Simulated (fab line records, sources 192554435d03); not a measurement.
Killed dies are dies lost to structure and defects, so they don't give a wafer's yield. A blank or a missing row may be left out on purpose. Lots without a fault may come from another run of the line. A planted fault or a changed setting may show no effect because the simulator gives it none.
A struck lot beside a sound one | flow n5_finfet | 18 steps out of a route of 1938
Sound: wafers L576.2, L576.3, L576.5. Struck: wafers L589.4, L589.5, L589.6. The cause comes at the end.
At each step with rows: each side's tool, then ch and its chambers, then its first start. Under that, the readings that differ: sound wafers | struck wafers | difference of the means | sigmas: that difference in standard deviations of wafers without a fault.
alike: readings whose means differ by less than 2 such deviations, and words and numbers that are the same on both sides. not compared: withheld readings, readings that some wafer has no value for, bounds like >300 that may hide the same value, and numbers for which the record gives no deviation and whose values overlap.
The two part at a step that has a row with sigmas, a row that says differs or no value, or rows on one side only. Numbers that don't overlap but have no deviation are shown without sigmas and don't part them. A reading that every wafer of one side lacks parts them only if that side has two wafers or more.

N5_BEOL_M11_ETCH_61: etches SiARC in CF4, target depth 39 nm, time 65 s.
  sound on rie_diel-06 ch 0,2,3, day 11 14:19; struck on rie_diel-01 ch 0,1,2, day 15 09:36
  alike: cf4_flow_sccm, drypump_motor_current_A, etch_rf_on_time_s, oes_product_au, rf_vpp_V, showerhead_plenum_p_Torr, throttle_valve_pct
  not compared: rf_hours_counter_h
N5_BEOL_M11_ETCH_62: etches SOC in N2/H2, target depth 110 nm, overetch 22 nm, time 165 s.
  sound on rie_diel-06 ch 0,2,3, day 11 14:22; struck on rie_diel-01 ch 0,1,2, day 15 09:39
  alike: drypump_motor_current_A, oes_product_au, rf_vpp_V, showerhead_plenum_p_Torr, throttle_valve_pct
  not compared: rf_hours_counter_h
then, 1 step without rows for these wafers: N5_BEOL_M11_STRIP_68 (strips in N2/H2).
N5_BEOL_M11_STRIP_67: strips in CF4.
  sound on rie_diel-06 ch 0,2,3, day 11 14:30; struck on rie_diel-01 ch 0,1,2, day 15 09:47
  alike: cf4_flow_sccm, drypump_motor_current_A, oes_product_au, rf_vpp_V, showerhead_plenum_p_Torr, throttle_valve_pct
  not compared: rf_hours_counter_h
N5_BEOL_M11_HM_OPEN_17: chemistry Cl2/BCl3, target TiN, target depth 20 nm, overetch 6 nm.
  sound on rie_metal-01 ch 1, day 11 14:34; struck on rie_metal-01 ch 0,1, day 15 09:52
  alike: drypump_motor_current_A, oes_ar_750_au, oes_product_au, throttle_valve_pct
  not compared: rf_hours_counter_h
N5_BEOL_M11_STRIP_19: strips in O2.
  sound on rie_diel-06 ch 0,1,2, day 11 14:44; struck on rie_diel-01 ch 1,2, day 15 09:57
  alike: drypump_motor_current_A, oes_product_au, rf_vpp_V, showerhead_plenum_p_Torr, throttle_valve_pct
  not compared: rf_hours_counter_h
N5_BEOL_M11_CD_MEAS_18: pitch 140 nm, target cd 70 nm.
  sound on cd_sem-02, day 11 14:49; struck on cd_sem-02, day 15 10:01
  alike: cd_nm
then, 5 steps without rows for these wafers: N5_BEOL_M11_COAT_63 (time 60 s, resist thk 100 nm); N5_BEOL_M11_COAT_64 (time 60 s, resist thk 30 nm); N5_BEOL_M11_COAT_22 (resist thk 90 nm); N5_BEOL_M11_EBR_24; N5_BEOL_M11_SOFTBAKE_23 (time 60 s).
N5_BEOL_M11_EXPOSE_25: exposes mask V10.
  sound on arfi_scanner-02 ch 0, day 11 15:24; struck on arfi_scanner-02 ch 0, day 15 15:37
  reading              | sound             | struck            | difference | sigmas
  exposure_dose_mJ_cm2 | 85.57 85.52 85.57 | 80.73 80.70 80.72 | -4.84      | -48
  alike: mask, focus_offset_nm
then, 2 steps without rows for these wafers: N5_BEOL_M11_PEB_26 (peb time 60 s); N5_BEOL_M11_DEVELOP_27 (develop time 30 s).
N5_BEOL_M11_CD_MEAS_28: target cd 70 nm.
  sound on cd_sem-03 ch 0, day 11 15:32; struck on cd_sem-02 ch 0, day 15 15:43
  reading    | sound          | struck         | difference | sigmas
  cd_nm (nm) | 70.0 69.7 70.5 | 63.5 64.1 64.0 | -6.2       | -7
N5_BEOL_M11_OVL_MEAS_29:
  sound on overlay-01 ch 0, day 11 15:34; struck on overlay-02 ch 0, day 15 15:45
  alike: V10_OVL
N5_PASSIVATION_PROBE_49:
  the record has rows for the struck wafers here (prober-02, day 17 05:07) and none for the sound ones

WHERE THEY PART
First at N5_BEOL_M11_EXPOSE_25; last, within this record, at N5_PASSIVATION_PROBE_49.

WHY: what the simulator had put in
Process parameter drift: arfi_scanner-02, from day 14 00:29 on, at N5_BEOL_M11_EXPOSE_25. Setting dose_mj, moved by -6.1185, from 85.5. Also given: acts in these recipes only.
